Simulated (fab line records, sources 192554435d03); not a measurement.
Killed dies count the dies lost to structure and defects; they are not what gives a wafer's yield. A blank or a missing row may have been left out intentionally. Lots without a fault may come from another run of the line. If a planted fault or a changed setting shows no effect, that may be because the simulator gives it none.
Matching of chambers + flow n5Finfet + 3 sister chambers for N5_BEOL_M7_DEP_56 on pecvd-03
The step deposits SiCN from 3MS/NH3, target thk 10 nm, time 17.5 s. 6 wafers are shown with their chamber, then 12 later ones without.

WAFERS WITH THEIR CHAMBER
| wafer  | chamber | throttleValvePct (%) | showerheadPlenumPTorr (Torr) |
|--------|---------|----------------------|------------------------------|
| L089.2 | 0       | 9.1                  | 3.662                        |
| L089.5 | 2       | 9.0                  | 3.658                        |
| L090.6 | 2       | 9.1                  | 3.656                        |
| L091.1 | 1       | 8.6                  | 3.656                        |
| L091.2 | 0       | 9.1                  | 3.650                        |
| L091.6 | 1       | 8.8                  | 3.654                        |

WAFERS MISSING THEIR CHAMBER
| wafer  | throttleValvePct (%) | showerheadPlenumPTorr (Torr) |
|--------|----------------------|------------------------------|
| L092.1 | 9.0                  | 3.658                        |
| L092.2 | 8.7                  | 3.662                        |
| L092.3 | 9.3                  | 3.649                        |
| L093.1 | 8.8                  | 3.648                        |
| L093.2 | 9.3                  | 3.653                        |
| L093.3 | 9.0                  | 3.648                        |
| L095.1 | 9.1                  | 3.654                        |
| L095.3 | 9.0                  | 3.653                        |
| L095.6 | 8.7                  | 3.643                        |
| L096.2 | 8.9                  | 3.650                        |
| L096.3 | 9.0                  | 3.656                        |
| L096.6 | 8.9                  | 3.658                        |

THE CHAMBER EACH PASSED THROUGH
| wafer  | from the rows above          | in truth |
|--------|------------------------------|----------|
| L092.1 | can't be placed: 2 or 0      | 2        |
| L092.2 | 1                            | 1        |
| L092.3 | can't be placed: 0 or 2      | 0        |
| L093.1 | can't be placed: 1 or 2 or 0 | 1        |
| L093.2 | can't be placed: 0 or 2      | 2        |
| L093.3 | can't be placed: 2 or 0 or 1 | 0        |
| L095.1 | can't be placed: 0 or 2      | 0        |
| L095.3 | can't be placed: 2 or 0      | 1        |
| L095.6 | 1                            | 1        |
| L096.2 | can't be placed: 2 or 1 or 0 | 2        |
| L096.3 | can't be placed: 2 or 0      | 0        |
| L096.6 | can't be placed: 2 or 0 or 1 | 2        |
Placed correctly: 2 of 12. Not placeable from these rows: 10 (in 9, the candidates include the true chamber). 0 placed wrongly.
How it was worked out, from the rows above alone: a wafer's distance from a chamber is the root of the sum, over the readings, of the square of ((its reading less the chamber's mean) divided by the reading's scatter). The wafer belongs to the nearest chamber; if the next one is less than 2 further off, it can't be placed. Each chamber's mean is taken over the wafers shown for it. How the scatter is found: for the shown wafers, subtract from each reading the mean of its chamber, square and add these, divide the total by (wafers less chambers), then take the root.
